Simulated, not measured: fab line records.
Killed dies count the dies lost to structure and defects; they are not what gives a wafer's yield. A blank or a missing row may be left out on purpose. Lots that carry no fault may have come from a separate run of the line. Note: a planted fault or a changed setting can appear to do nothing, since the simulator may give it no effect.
Struck lot and sound lot, side by side :: flow n5Finfet :: 14 out of 1938 route steps
Sound: wafers L707.2, L707.4, L707.6. Wafers struck: L714.2, L714.3, L714.6. At the end, the cause is stated.
For every step that has rows: the tool of each side, followed by ch and its chambers, followed by its first start. Under that, the readings that differ: sound wafers :: struck wafers :: difference of the means :: sigmas: that difference in standard deviations of wafers without a fault.
alike: words and numbers the same on both sides, and readings whose means are apart by under 2 such deviations; not compared: readings that were withheld, readings missing a value for some wafer, numbers with overlapping values and no deviation given by the record, and bounds like >300 which may hide the same value.
Wherever a step has rows on one side only, a row that says differs or no value, or a row with sigmas, the two part there. Numbers that have no deviation but don't overlap get no sigmas and don't part them. A reading that every wafer of one side lacks parts them only if that side has two wafers or more.

N5_BEOL_M15_STRIP_36: strips in O2.
  sound on rieDiel-02 ch 1,2,3, day 13 15:07; struck on rieDiel-06 ch 0,2, day 16 11:41
  alike: drypumpMotorCurrentA, oesProductAu, rfVppV, showerheadPlenumPTorr, throttleValvePct
  not compared: rfHoursCounterH
then, 6 steps without rows for these wafers: N5_BEOL_M15_STRIP_62 (strips in O2); N5_BEOL_M15_STRIP_37 (strips in O2); N5_BEOL_M15_ETCH_38 (etches SiCN in CF4/N2, target depth 106.4 nm, time 120.5 s); N5_BEOL_M15_PRECLEAN_39 (cleans in residue remover, time 60 s); N5_BEOL_M15_SRD_40 (time 30 s, dry time 30 s); N5_BEOL_M15_DEGAS_41 (time 60 s).
N5_BEOL_M15_PRE_CLEAN_42: time 30 s.
  sound: pvdSputter-03 at day 13 15:43; struck: pvdSputter-03 at day 16 12:04
  alike: heaterPowerW
N5_BEOL_M15_SPUTTER_43: material TaN, target thk 15 nm, time 24.19 s.
  sound: pvdSputter-03 at day 13 15:46; struck: pvdSputter-03 at day 16 12:07
  alike: chamberPressurePa, throttleValvePct
then, 1 step without rows for these wafers: N5_BEOL_M15_SPUTTER_44 (material Ta, target thk 15 nm, time 24.19 s).
N5_BEOL_M15_SPUTTER_45: material Cu, target thk 100 nm, time 16.67 s.
  sound: pvdSputter-03 at day 13 15:55; struck: pvdSputter-03 at day 16 12:16
  alike: chamberPressurePa, throttleValvePct
N5_BEOL_M15_ECD_47: material Cu, target thk 1860 nm.
  sound on ecdCu-02 ch 1, day 13 16:02; struck on ecdCu-01 ch 1, day 16 12:25
reading: model.Cu_of_BEOL_M15_ECD_47.thkNm (nm)
sound: 1852 1854 1851
struck: 1208 1214 1194
difference: -647
sigmas: 
N5_BEOL_M15_ANNEAL_48: time 90 s.
  sound on rtpAnneal-02 ch 0, day 13 17:01; struck on rtpAnneal-01 ch 0, day 16 13:24
  alike: wafer_temp_C_max
after that, 1 step had no rows for these wafers: N5_PASSIVATION_PROBE_49.

## WHERE THEY PART
Nowhere in this record.

WHY: whatever the simulator had introduced
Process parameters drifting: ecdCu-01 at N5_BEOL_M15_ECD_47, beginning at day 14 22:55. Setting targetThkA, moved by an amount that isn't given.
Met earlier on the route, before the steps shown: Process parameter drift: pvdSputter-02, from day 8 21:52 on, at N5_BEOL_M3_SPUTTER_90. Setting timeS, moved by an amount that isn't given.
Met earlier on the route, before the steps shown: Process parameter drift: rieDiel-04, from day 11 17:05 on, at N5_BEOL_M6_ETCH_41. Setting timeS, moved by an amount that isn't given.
